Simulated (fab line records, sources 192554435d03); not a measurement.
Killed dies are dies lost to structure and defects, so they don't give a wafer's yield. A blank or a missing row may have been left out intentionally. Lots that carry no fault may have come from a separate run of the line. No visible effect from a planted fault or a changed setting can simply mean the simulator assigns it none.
Lot-split experiment / flow n5-finfet / route with 1938 steps; 7 lots, 21 wafers read

== ON THE SPLIT ==
At N5_BEOL_M13_EXPOSE_07 (exposes mask V12), the setting dose-mj was moved away from the recipe's 24.8 on 5 of the 21 wafers read, by -6.9% to +2.6%. The other wafers ran this setting at the recipe's value.

== FROM THE SPLIT TO THE READING: what the file shows between them, 11 steps ==
- N5_BEOL_M13_PEB_08: peb time 90 s
- N5_BEOL_M13_DEVELOP_09: develop time 45 s
- N5_BEOL_M13_HARDBAKE_14: time 120 s
- N5_BEOL_M13_CD_MEAS_10: target cd 190 nm
- N5_BEOL_M13_DESCUM_15: chemistry O2, time 7.9 s
- N5_BEOL_M13_ETCH_59: etches BARC in N2/H2, target depth 89 nm, overetch 26.7 nm, time 67.9 s
- N5_BEOL_M13_VIA_ETCH_16: etches SiOC in C4F8/O2/Ar, target depth 921.7 nm
- N5_BEOL_M13_STRIP_63: strips in N2/H2
- N5_BEOL_M13_STRIP_64: strips in N2/H2
- N5_BEOL_M13_STRIP_71: strips in post etch residue remover, time 60 s
- N5_BEOL_M13_SRD_72: time 30 s, dry time 30 s

== THE READING ==
cd-nm at N5_BEOL_M13_CD_MEAS_17, given in nm (cd target 190 nm). A value of 190.7 nm with a standard deviation of 1.7 nm is what fault-free wafers of this fab line usually give.

wafer=L076.1; tool, chamber at the split=krf-scanner-02, 0; dose-mj as run=24.8; against the recipe=recipe; cd-nm, nm=189.1; against lot-mates on the recipe=-
wafer=L076.2; tool, chamber at the split=krf-scanner-02, 0; dose-mj as run=24.8; against the recipe=recipe; cd-nm, nm=190.3; against lot-mates on the recipe=-
wafer=L076.3; tool, chamber at the split=krf-scanner-02, 0; dose-mj as run=24.8; against the recipe=recipe; cd-nm, nm=187.7; against lot-mates on the recipe=-
wafer=L077.1; tool, chamber at the split=krf-scanner-01, 0; dose-mj as run=24.8; against the recipe=recipe; cd-nm, nm=190.7; against lot-mates on the recipe=-
wafer=L077.4; tool, chamber at the split=krf-scanner-01, 0; dose-mj as run=24.1; against the recipe=-2.8%; cd-nm, nm=184.7; against lot-mates on the recipe=-6.0
wafer=L077.6; tool, chamber at the split=krf-scanner-01, 0; dose-mj as run=24.1; against the recipe=-2.8%; cd-nm, nm=185.7; against lot-mates on the recipe=-5.0
wafer=L080.2; tool, chamber at the split=krf-scanner-01, 0; dose-mj as run=24.8; against the recipe=recipe; cd-nm, nm=194.1; against lot-mates on the recipe=-
wafer=L080.3; tool, chamber at the split=krf-scanner-01, 0; dose-mj as run=24.8; against the recipe=recipe; cd-nm, nm=193.0; against lot-mates on the recipe=-
wafer=L080.5; tool, chamber at the split=krf-scanner-01, 0; dose-mj as run=24.8; against the recipe=recipe; cd-nm, nm=192.0; against lot-mates on the recipe=-
wafer=L083.2; tool, chamber at the split=krf-scanner-02, 0; dose-mj as run=23.94; against the recipe=-3.5%; cd-nm, nm=186.5; against lot-mates on the recipe=-3.4
wafer=L083.4; tool, chamber at the split=krf-scanner-02, 0; dose-mj as run=24.8; against the recipe=recipe; cd-nm, nm=189.2; against lot-mates on the recipe=-
wafer=L083.6; tool, chamber at the split=krf-scanner-02, 0; dose-mj as run=24.8; against the recipe=recipe; cd-nm, nm=190.7; against lot-mates on the recipe=-
wafer=L084.2; tool, chamber at the split=krf-scanner-02, 0; dose-mj as run=24.8; against the recipe=recipe; cd-nm, nm=190.8; against lot-mates on the recipe=-
wafer=L084.4; tool, chamber at the split=krf-scanner-02, 0; dose-mj as run=25.45; against the recipe=+2.6%; cd-nm, nm=193.2; against lot-mates on the recipe=+1.6
wafer=L084.6; tool, chamber at the split=krf-scanner-02, 0; dose-mj as run=24.8; against the recipe=recipe; cd-nm, nm=192.4; against lot-mates on the recipe=-
wafer=L093.1; tool, chamber at the split=krf-scanner-02, 0; dose-mj as run=23.09; against the recipe=-6.9%; cd-nm, nm=182.8; against lot-mates on the recipe=-9.4
wafer=L093.2; tool, chamber at the split=krf-scanner-02, 0; dose-mj as run=24.8; against the recipe=recipe; cd-nm, nm=193.1; against lot-mates on the recipe=-
wafer=L093.4; tool, chamber at the split=krf-scanner-02, 0; dose-mj as run=24.8; against the recipe=recipe; cd-nm, nm=191.4; against lot-mates on the recipe=-
wafer=L094.2; tool, chamber at the split=krf-scanner-01, 0; dose-mj as run=24.8; against the recipe=recipe; cd-nm, nm=190.8; against lot-mates on the recipe=-
wafer=L094.3; tool, chamber at the split=krf-scanner-01, 0; dose-mj as run=24.8; against the recipe=recipe; cd-nm, nm=191.7; against lot-mates on the recipe=-
wafer=L094.4; tool, chamber at the split=krf-scanner-01, 0; dose-mj as run=24.8; against the recipe=recipe; cd-nm, nm=191.8; against lot-mates on the recipe=-

THE FIT
A straight line over all 21 wafers: cd-nm changes by +1.33 nm for each +1% of dose-mj; r = +0.85; the points scatter about the line by 1.7 nm.
The same after taking each lot's own level away (the mean of its wafers on the recipe; 21 wafers): +1.33 nm for each +1%; r = +0.93; scatter 1 nm.
The reading moves by 9.2 nm for the largest change in dose-mj, on that fit.
From 189.03 to 193.03 nm: that is the span of the lots' own levels, equal to 2.4 times the standard deviation above.
Consequently the slope shifts little with the lot-to-lot level, the two slopes agreeing.
Check: with one of the wafers moved furthest among these (-6.9%) left out of the fit, the line predicts -9.28 nm for it against its lot-mates. Against them it came out at -9.45 nm.

== THE WHOLE CHAIN: every reading that the file lists as answering this split, in the file's order ==
step=N5_BEOL_M13_CD_MEAS_10; what it does=target cd 190 nm; reading=cd-nm; change (the file's fit)=+1.28 nm for each +1% of the setting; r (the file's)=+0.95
step=N5_BEOL_M13_CD_MEAS_17; what it does=target cd 190 nm; reading=cd-nm; change (the file's fit)=+1.3 nm for each +1% of the setting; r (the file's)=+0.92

== THE FILE'S OWN FIT ==
cd-nm changes by +1.3 nm for each +1% of dose-mj, r = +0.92.
